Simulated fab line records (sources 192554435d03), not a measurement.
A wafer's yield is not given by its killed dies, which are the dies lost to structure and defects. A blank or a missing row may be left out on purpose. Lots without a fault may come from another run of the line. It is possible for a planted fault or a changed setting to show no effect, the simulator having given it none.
What tool caused it? :: flow n5Finfet :: 9 lots, 26 wafers sampled, at 7 steps of a route of 1938

WHAT THE GAUGES SHOWED, per wafer
N5_BEOL_M4_RC_MEAS_101. Usual: DIBL_N 36.5 mV/V, standard deviation 1.2; DIBL_P 36.5 mV/V, standard deviation 1.6; IOFF_N 0.162 nA/um, standard deviation 0.023; IOFF_P 0.221 nA/um, standard deviation 0.03; ION_N 678 uA/um, standard deviation 8; ION_P 466 uA/um, standard deviation 6.3; SS_N 71.6 mV/dec, standard deviation 0.46; SS_P 73.3 mV/dec, standard deviation 0.57; VT_N 249.2 mV, standard deviation 2.6; VT_P -249 mV, standard deviation 3.3.
lot: L339
measured: day 11 01:40
on: prober-02
DIBL_N (mV/V): 36.6 37.0 36.9
DIBL_P (mV/V): 38.9 39.9 39.0
IOFF_N (nA/um): 0.186 0.209 0.191
IOFF_P (nA/um): 0.239 0.253 0.232
ION_N (uA/um): 683 693 682
ION_P (uA/um): 467 470 470
SS_N (mV/dec): 71.1 71.8 71.4
SS_P (mV/dec): 74.4 73.7 73.8
VT_N (mV): 248.0 244.0 246.5
VT_P (mV): -248 -245 -248
flag: 

lot: L341
measured: day 11 17:19
on: prober-01
DIBL_N (mV/V): 35.5 35.6 34.5
DIBL_P (mV/V): 36.4 35.9 34.3
IOFF_N (nA/um): 0.156 0.150 0.128
IOFF_P (nA/um): 0.206 0.193 0.184
ION_N (uA/um): 684 678 677
ION_P (uA/um): 467 459 465
SS_N (mV/dec): 71.7 71.8 71.5
SS_P (mV/dec): 72.9 73.1 73.3
VT_N (mV): 251.6 252.3 252.6
VT_P (mV): -251 -254 -252
flag: 

lot: L343
measured: day 11 17:20
on: prober-02
DIBL_N (mV/V): 35.8 35.8 35.5
DIBL_P (mV/V): 36.0 36.5 35.2
IOFF_N (nA/um): 0.152 0.151 0.148
IOFF_P (nA/um): 0.205 0.210 0.194
ION_N (uA/um): 680 669 682
ION_P (uA/um): 465 458 464
SS_N (mV/dec): 71.8 71.4 71.0
SS_P (mV/dec): 73.0 73.1 73.2
VT_N (mV): 252.3 249.7 250.3
VT_P (mV): -252 -250 -252
flag: 

lot: L345
measured: day 12 02:00
on: prober-01
DIBL_N (mV/V): 34.8 38.3 37.4
DIBL_P (mV/V): 35.7 39.0 37.6
IOFF_N (nA/um): 0.142 0.199 0.173
IOFF_P (nA/um): 0.203 0.261 0.230
ION_N (uA/um): 668 684 665
ION_P (uA/um): 463 465 458
SS_N (mV/dec): 71.2 72.4 72.0
SS_P (mV/dec): 72.7 74.4 73.6
VT_N (mV): 250.4 245.0 249.0
VT_P (mV): -250 -247 -251
flag: 

lot: L350
measured: day 14 00:28
on: prober-02
DIBL_N (mV/V): 36.4 35.2 35.3
DIBL_P (mV/V): 36.0 34.9 34.5
IOFF_N (nA/um): 0.158 0.139 0.131
IOFF_P (nA/um): 0.192 0.184 0.173
ION_N (uA/um): 674 671 667
ION_P (uA/um): 459 460 463
SS_N (mV/dec): 72.3 71.1 71.5
SS_P (mV/dec): 73.2 73.0 72.2
VT_N (mV): 247.5 249.5 254.4
VT_P (mV): -252 -252 -253
flag: 

lot: L353
measured: day 14 11:44
on: prober-01
DIBL_N (mV/V): 36.2 35.3
DIBL_P (mV/V): 38.9 38.1
IOFF_N (nA/um): 0.194 0.165
IOFF_P (nA/um): 0.254 0.232
ION_N (uA/um): 695 677
ION_P (uA/um): 471 464
SS_N (mV/dec): 72.0 72.7
SS_P (mV/dec): 73.8 72.7
VT_N (mV): 247.0 248.3
VT_P (mV): -246 -248
flag: 

lot: L354
measured: day 14 12:09
on: prober-02
DIBL_N (mV/V): 38.8 36.4 38.4
DIBL_P (mV/V): 39.4 36.0 38.4
IOFF_N (nA/um): 0.225 0.173 0.204
IOFF_P (nA/um): 0.302 0.244 0.288
ION_N (uA/um): 700 682 687
ION_P (uA/um): 475 471 479
SS_N (mV/dec): 72.1 71.6 71.8
SS_P (mV/dec): 74.0 72.6 74.0
VT_N (mV): 243.9 246.0 246.0
VT_P (mV): -244 -245 -244
flag: 

lot: L356
measured: day 16 01:32
on: prober-02
DIBL_N (mV/V): 37.5 37.1 35.6
DIBL_P (mV/V): 37.2 36.5 34.3
IOFF_N (nA/um): 0.169 0.147 0.125
IOFF_P (nA/um): 0.210 0.203 0.176
ION_N (uA/um): 675 669 668
ION_P (uA/um): 462 462 459
SS_N (mV/dec): 72.1 72.0 70.9
SS_P (mV/dec): 73.1 72.9 73.2
VT_N (mV): 250.7 251.4 253.9
VT_P (mV): -251 -249 -252
flag: 

lot: L358
measured: day 16 07:52
on: prober-02
DIBL_N (mV/V): 38.1 37.7 39.2
DIBL_P (mV/V): 38.1 36.9 38.9
IOFF_N (nA/um): 0.181 0.170 0.206
IOFF_P (nA/um): 0.251 0.233 0.258
ION_N (uA/um): 678 691 690
ION_P (uA/um): 468 469 463
SS_N (mV/dec): 72.3 72.2 72.1
SS_P (mV/dec): 74.5 74.4 73.9
VT_N (mV): 248.3 249.1 245.9
VT_P (mV): -249 -247 -249
flag: 

N5_BEOL_M5_THK_MEAS_53: measures by xrf. Usual: for M5_THK the level is 62.3 nm and the standard deviation is 1.6.
lot: L339
measured: day 11 13:13
on: filmMetro-01
M5_THK (nm): 63.7 62.2 65.2
flag: 

lot: L341
measured: day 12 07:50
on: filmMetro-01
M5_THK (nm): 59.3 58.4 62.6
flag: 

lot: L343
measured: day 12 07:27
on: filmMetro-02
M5_THK (nm): 63.0 64.2 65.0
flag: 

lot: L345
measured: day 12 13:00
on: filmMetro-02
M5_THK (nm): 61.9 61.4 62.1
flag: 

lot: L350
measured: day 14 11:26
on: filmMetro-01
M5_THK (nm): 60.0 61.3 60.6
flag: 

lot: L353
measured: day 15 01:47
on: filmMetro-02
M5_THK (nm): 61.3 197.2
flag: OFF

lot: L354
measured: day 15 01:40
on: filmMetro-02
M5_THK (nm): 65.2 62.1 64.4
flag: 

lot: L356
measured: day 16 15:21
on: filmMetro-01
M5_THK (nm): 61.5 62.0 64.1
flag: 

lot: L358
measured: day 16 19:55
on: filmMetro-01
M5_THK (nm): 61.0 61.6 59.3
flag: 

N5_BEOL_M5_INSPECT_58: inspects for defects (darkfield). Usual: rawDefectCount at 69, with a standard deviation of 25.
lot: L339
measured: day 11 13:30
on: defectInspect-01
rawDefectCount: 46 33 47
flag: 

lot: L341
measured: day 12 08:19
on: defectInspect-01
rawDefectCount: 69 47 76
flag: 

lot: L343
measured: day 12 07:44
on: defectInspect-02
rawDefectCount: 99 108 65
flag: 

lot: L345
measured: day 12 13:18
on: defectInspect-02
rawDefectCount: 70 79 62
flag: 

lot: L350
measured: day 14 11:43
on: defectInspect-02
rawDefectCount: 67 59 49
flag: 

lot: L353
measured: day 15 02:04
on: defectInspect-01
rawDefectCount: 83 1874
flag: OFF

lot: L354
measured: day 15 01:57
on: defectInspect-01
rawDefectCount: 67 50 67
flag: 

lot: L356
measured: day 16 15:38
on: defectInspect-02
rawDefectCount: 86 59 50
flag: 

lot: L358
measured: day 16 20:13
on: defectInspect-01
rawDefectCount: 41 54 46
flag: 

WHAT TOOL EACH LOT RAN ON (gives the tool, then ch and the chambers of the sampled wafers, and finally the start)
lot: L339
N5_BEOL_M5_SURFACE_TREAT_87: pvdSputter-02, day 11 07:51
N5_BEOL_M5_SPUTTER_48: pvdSputter-03, day 11 08:04
N5_BEOL_M5_SPUTTER_88: pvdSputter-03, day 11 11:20
N5_BEOL_M5_CMP_52: cmp-02 ch 1,3, day 11 12:55

lot: L341
N5_BEOL_M5_SURFACE_TREAT_87: pvdSputter-01, day 12 02:21
N5_BEOL_M5_SPUTTER_48: pvdSputter-02, day 12 02:40
N5_BEOL_M5_SPUTTER_88: pvdSputter-02, day 12 05:56
N5_BEOL_M5_CMP_52: cmp-02 ch 1,2, day 12 07:32

lot: L343
N5_BEOL_M5_SURFACE_TREAT_87: pvdSputter-01, day 12 01:37
N5_BEOL_M5_SPUTTER_48: pvdSputter-03, day 12 02:13
N5_BEOL_M5_SPUTTER_88: pvdSputter-03, day 12 05:29
N5_BEOL_M5_CMP_52: cmp-02 ch 0,1,2, day 12 07:12

lot: L345
N5_BEOL_M5_SURFACE_TREAT_87: pvdSputter-03, day 12 07:35
N5_BEOL_M5_SPUTTER_48: pvdSputter-02, day 12 07:49
N5_BEOL_M5_SPUTTER_88: pvdSputter-02, day 12 11:05
N5_BEOL_M5_CMP_52: cmp-04 ch 0,2,3, day 12 12:43

lot: L350
N5_BEOL_M5_SURFACE_TREAT_87: pvdSputter-02, day 14 06:02
N5_BEOL_M5_SPUTTER_48: pvdSputter-03, day 14 06:17
N5_BEOL_M5_SPUTTER_88: pvdSputter-03, day 14 09:33
N5_BEOL_M5_CMP_52: cmp-03 ch 1,2,3, day 14 11:08

lot: L353
N5_BEOL_M5_SURFACE_TREAT_87: pvdSputter-03, day 14 20:05
N5_BEOL_M5_SPUTTER_48: pvdSputter-03, day 14 20:26
N5_BEOL_M5_SPUTTER_88: pvdSputter-03, day 14 23:42
N5_BEOL_M5_CMP_52: cmp-02 ch 0,1, day 15 01:29

lot: L354
N5_BEOL_M5_SURFACE_TREAT_87: pvdSputter-01, day 14 19:59
N5_BEOL_M5_SPUTTER_48: pvdSputter-01, day 14 20:25
N5_BEOL_M5_SPUTTER_88: pvdSputter-01, day 14 23:41
N5_BEOL_M5_CMP_52: cmp-03 ch 1,3, day 15 01:22

lot: L356
N5_BEOL_M5_SURFACE_TREAT_87: pvdSputter-02, day 16 09:22
N5_BEOL_M5_SPUTTER_48: pvdSputter-03, day 16 09:50
N5_BEOL_M5_SPUTTER_88: pvdSputter-03, day 16 13:05
N5_BEOL_M5_CMP_52: cmp-04 ch 0,2,3, day 16 15:03

lot: L358
N5_BEOL_M5_SURFACE_TREAT_87: pvdSputter-01, day 16 14:08
N5_BEOL_M5_SPUTTER_48: pvdSputter-03, day 16 14:35
N5_BEOL_M5_SPUTTER_88: pvdSputter-03, day 16 17:50
N5_BEOL_M5_CMP_52: cmp-04 ch 1,2,3, day 16 19:44
- N5_BEOL_M5_SURFACE_TREAT_87
- N5_BEOL_M5_SPUTTER_48: material Cu, target thk 15 nm, time 27.62 s.
- N5_BEOL_M5_SPUTTER_88: material Cu, target thk 15 nm, time 27.62 s.
- N5_BEOL_M5_CMP_52: polishes, stops on SiCOH lowk, t overpolish 6.9 s, target thk 62 nm.

WHAT THE TOOLS THEMSELVES READ (means of the sampled wafers that have a number; where no wafer has one, the mark that the record gives instead)
N5_BEOL_M5_SPUTTER_48. Usual: susceptorTempC -19.98 C, standard deviation 0.11; throttleValvePct 29.6 %, standard deviation 1.1.
lot: L339
tool: pvdSputter-03
susceptorTempC (C): -19.97
throttleValvePct (%): 28.4
flag: 

lot: L341
tool: pvdSputter-02
susceptorTempC (C): -20.02
throttleValvePct (%): 29.5
flag: 

lot: L343
tool: pvdSputter-03
susceptorTempC (C): -19.87
throttleValvePct (%): 28.7
flag: 

lot: L345
tool: pvdSputter-02
susceptorTempC (C): -19.96
throttleValvePct (%): 29.5
flag: 

lot: L350
tool: pvdSputter-03
susceptorTempC (C): -20.06
throttleValvePct (%): 28.9
flag: 

lot: L353
tool: pvdSputter-03
susceptorTempC (C): -20.11
throttleValvePct (%): 28.4
flag: 

lot: L354
tool: pvdSputter-01
susceptorTempC (C): -20.12
throttleValvePct (%): 29.9
flag: 

lot: L356
tool: pvdSputter-03
susceptorTempC (C): -19.91
throttleValvePct (%): 29.6
flag: 

lot: L358
tool: pvdSputter-03
susceptorTempC (C): -19.91
throttleValvePct (%): 29.3
flag: 

N5_BEOL_M5_SPUTTER_88. Usual: susceptorTempC -20.00 C, standard deviation 0.11; throttleValvePct 29.6 %, standard deviation 1.1.
lot: L339
tool: pvdSputter-03
susceptorTempC (C): -20.05
throttleValvePct (%): 28.4
flag: 

lot: L341
tool: pvdSputter-02
susceptorTempC (C): -20.05
throttleValvePct (%): 29.5
flag: 

lot: L343
tool: pvdSputter-03
susceptorTempC (C): -20.07
throttleValvePct (%): 28.6
flag: 

lot: L345
tool: pvdSputter-02
susceptorTempC (C): -19.89
throttleValvePct (%): 29.6
flag: 

lot: L350
tool: pvdSputter-03
susceptorTempC (C): -19.98
throttleValvePct (%): 28.8
flag: 

lot: L353
tool: pvdSputter-03
susceptorTempC (C): -20.06
throttleValvePct (%): 28.6
flag: 

lot: L354
tool: pvdSputter-01
susceptorTempC (C): -19.94
throttleValvePct (%): 30.1
flag: 

lot: L356
tool: pvdSputter-03
susceptorTempC (C): -19.81
throttleValvePct (%): 29.6
flag: 

lot: L358
tool: pvdSputter-03
susceptorTempC (C): -19.96
throttleValvePct (%): 29.2
flag: 

N5_BEOL_M5_CMP_52. Usual: barrierFieldEndpointS 24.7 s, standard deviation 0.62; motorCurrentA 6.2 A, standard deviation 0.68; overpolishRunS 6.900 s, standard deviation 0.0087; timeToEndpointS 62 s, standard deviation 3.2.
lot: L339
tool: cmp-02
barrierFieldEndpointS (s): 24.4
motorCurrentA (A): 5.7
overpolishRunS (s): 6.897
timeToEndpointS (s): 64
flag: 

lot: L341
tool: cmp-02
barrierFieldEndpointS (s): 24.4
motorCurrentA (A): 5.8
overpolishRunS (s): 6.901
timeToEndpointS (s): 61
flag: 

lot: L343
tool: cmp-02
barrierFieldEndpointS (s): 25.0
motorCurrentA (A): 5.8
overpolishRunS (s): 6.908
timeToEndpointS (s): 64
flag: 

lot: L345
tool: cmp-04
barrierFieldEndpointS (s): 24.6
motorCurrentA (A): 5.9
overpolishRunS (s): 6.903
timeToEndpointS (s): 63
flag: 

lot: L350
tool: cmp-03
barrierFieldEndpointS (s): 24.8
motorCurrentA (A): 7.3
overpolishRunS (s): 6.905
timeToEndpointS (s): 59
flag: 

lot: L353
tool: cmp-02
barrierFieldEndpointS (s): 32.9
motorCurrentA (A): 5.9
overpolishRunS (s): 3.469
timeToEndpointS (s): 71
flag: OFF

lot: L354
tool: cmp-03
barrierFieldEndpointS (s): 24.5
motorCurrentA (A): 7.9
overpolishRunS (s): 6.897
timeToEndpointS (s): 64
flag: 

lot: L356
tool: cmp-04
barrierFieldEndpointS (s): 24.0
motorCurrentA (A): 6.3
overpolishRunS (s): 6.903
timeToEndpointS (s): 61
flag: 

lot: L358
tool: cmp-04
barrierFieldEndpointS (s): 24.2
motorCurrentA (A): 6.1
overpolishRunS (s): 6.895
timeToEndpointS (s): 58
flag: 

THE ANSWER, worked out from the rows above alone
Rule: lot off if the mean of its wafers having a number is beyond 3 standard deviations from the usual mean. A lot without any number at a reading at which 4 lots or more have one is off too. Any other lot the step has rows for is counted as sound. Order of review: gauges by route order, followed by the tools' own readings, for which a lot's mean as printed above is used. The first step at which some lot is off is used, and at that step the reading that is off furthest; a lot without a number counts as furthest.
Off: at N5_BEOL_M5_THK_MEAS_53 (M5_THK), L353.
A tool fits if, at a process step before that reading, it ran every lot that is off, and no sound lot after the first of them. The gauges at N5_BEOL_M5_THK_MEAS_53 aren't tried: what is off there is off at N5_BEOL_M5_INSPECT_58 too, on other tools, and a gauge's error can't cause that. 2 tools fit, pvdSputter-03 at N5_BEOL_M5_SURFACE_TREAT_87 and cmp-02 at N5_BEOL_M5_CMP_52, so this cannot tell which one it is.

WHAT HAD BEEN PUT IN BY THE SIMULATOR
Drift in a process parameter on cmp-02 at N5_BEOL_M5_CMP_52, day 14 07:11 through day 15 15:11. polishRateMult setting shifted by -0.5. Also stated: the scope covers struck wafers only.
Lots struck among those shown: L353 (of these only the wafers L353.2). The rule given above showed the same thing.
